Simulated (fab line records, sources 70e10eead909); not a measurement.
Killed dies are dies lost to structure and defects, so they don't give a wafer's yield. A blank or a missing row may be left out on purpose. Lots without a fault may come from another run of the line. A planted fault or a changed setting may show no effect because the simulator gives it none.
Chamber matching | flow nand_harc | NHARC_HYBRID_BOND_ACTIVATE_00 on rie_diel-01: 4 sister chambers
The step chemistry N2, time 60 s. 8 wafers are shown with their chamber, then 7 later ones without.

WAFERS WITH THEIR CHAMBER
wafer  | chamber | showerhead_plenum_p_Torr (Torr) | drypump_motor_current_A (A)
L978.4 | 1       | 1.67                            | 6.5
L983.1 | 2       | 1.66                            | 5.2
L983.4 | 3       | 1.80                            | 5.3
L982.2 | 3       | 1.81                            | 5.3
L982.3 | 0       | 1.76                            | 5.6
L982.4 | 1       | 1.67                            | 6.5
L984.1 | 2       | 1.66                            | 5.1
L984.3 | 0       | 1.75                            | 5.6

WAFERS WITHOUT THEIR CHAMBER
wafer  | showerhead_plenum_p_Torr (Torr) | drypump_motor_current_A (A)
L984.5 | 1.80                            | 5.3
L994.1 | 1.67                            | 6.5
L994.3 | 1.66                            | 5.1
L994.4 | 1.80                            | 5.3
L995.2 | 1.66                            | 5.2
L995.4 | 1.67                            | 6.5
L995.5 | 1.67                            | 6.5

WHICH CHAMBER EACH WENT THROUGH
wafer  | from the rows above | in truth
L984.5 | 3                   | 3
L994.1 | 1                   | 1
L994.3 | 2                   | 2
L994.4 | 3                   | 3
L995.2 | 2                   | 2
L995.4 | 1                   | 1
L995.5 | 1                   | 1
Placed correctly: 7 of 7. Can't be placed from these rows: 0. Placed wrongly: 0.
How it was worked out, from the rows above alone: a wafer's distance from a chamber is the root of the sum, over the readings, of the square of ((its reading less the chamber's mean) divided by the reading's scatter). The wafer belongs to the nearest chamber; if the next one is less than 2 further off, it can't be placed. A chamber's mean is the mean of its shown wafers. The scatter: the root of (the sum of the squares of (reading less its chamber's mean) over the shown wafers, divided by (wafers less chambers)).
